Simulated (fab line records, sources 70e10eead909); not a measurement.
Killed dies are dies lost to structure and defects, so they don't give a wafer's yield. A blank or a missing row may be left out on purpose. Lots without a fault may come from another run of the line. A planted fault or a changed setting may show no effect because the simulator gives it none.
One fault seen from 2 desks | flow nand_harc | each desk has only its own numbers; what lay behind them comes last

THE METROLOGY DESK
What the gauges read, lot by lot, whatever tool the lot ran on: means of the sampled wafers that have a number. A lot is out of limits, marked OUT, if its mean lies more than 4 standard deviations from the usual mean; the brackets give that distance.
Columns: A = cd_nm at NHARC_A_CHANNEL_HOLE_D1_CD_MEAS_10, usual 100.0 nm; B = cd_nm at NHARC_A_CHANNEL_HOLE_D1_CD_MEAS_30, usual 89.7 nm
lot  | first seen here | A                | B
L580 | day 8 21:11     | 99.7             | 89.0
L585 | day 10 10:12    | 99.6             | 88.8
L591 | day 11 15:03    | 100.4            | 90.4
L596 | day 12 09:38    | 100.0            | 89.2
L594 | day 12 09:56    | 102.8 (+6.4) OUT | 92.9
L595 | day 12 11:29    | 100.2            | 89.7
L593 | day 12 11:38    | 102.7 (+6.1) OUT | 92.7
L599 | day 13 07:41    | 99.8             | 89.9
L600 | day 13 07:50    | 100.1            | 90.5
L602 | day 13 16:32    | 100.5            | 90.1
This desk's finding: out of limits on L593, L594; first on L594, day 12 09:56 (cd_nm at NHARC_A_CHANNEL_HOLE_D1_CD_MEAS_10). In limits: L580, L585, L591, L596, L595, L599, L600, L602.

THE DEFECT DESK
What the inspections along the route counted, lot by lot: means of the sampled wafers that have a number. A lot is out of limits, marked OUT, if its mean lies more than 4 standard deviations from the usual mean; the brackets give that distance.
Columns: A = raw_defect_count at NHARC_A_CHANNEL_HOLE_D1_INSPECT_40, usual 60
lot  | first seen here | A
L580 | day 9 07:44     | 72
L585 | day 10 17:19    | 68
L591 | day 11 22:16    | 45
L596 | day 12 16:41    | 54
L594 | day 12 20:52    | 52
L595 | day 12 21:10    | 61
L593 | day 13 01:03    | 57
L599 | day 13 14:47    | 83
L600 | day 13 15:13    | 43
L602 | day 13 23:34    | 55
This desk's finding: nothing out of limits on any of the 10 lots.

PUT TOGETHER
The metrology desk could have raised an alarm at day 12 09:56, on L593, L594.
The defect desk saw nothing out of limits.
The defect desk has L593, L594 on record, within its limits.
Of the lots named, all ran NHARC_A_CHANNEL_HOLE_D1_PEB_08 on litho_track-06.

WHAT THE SIMULATOR HAD PUT IN
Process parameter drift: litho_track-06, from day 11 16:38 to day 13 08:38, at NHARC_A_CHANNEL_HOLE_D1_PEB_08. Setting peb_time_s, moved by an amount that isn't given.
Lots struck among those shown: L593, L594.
Hours from the fault's start to each desk's first reading out of limits: the metrology desk, 17.
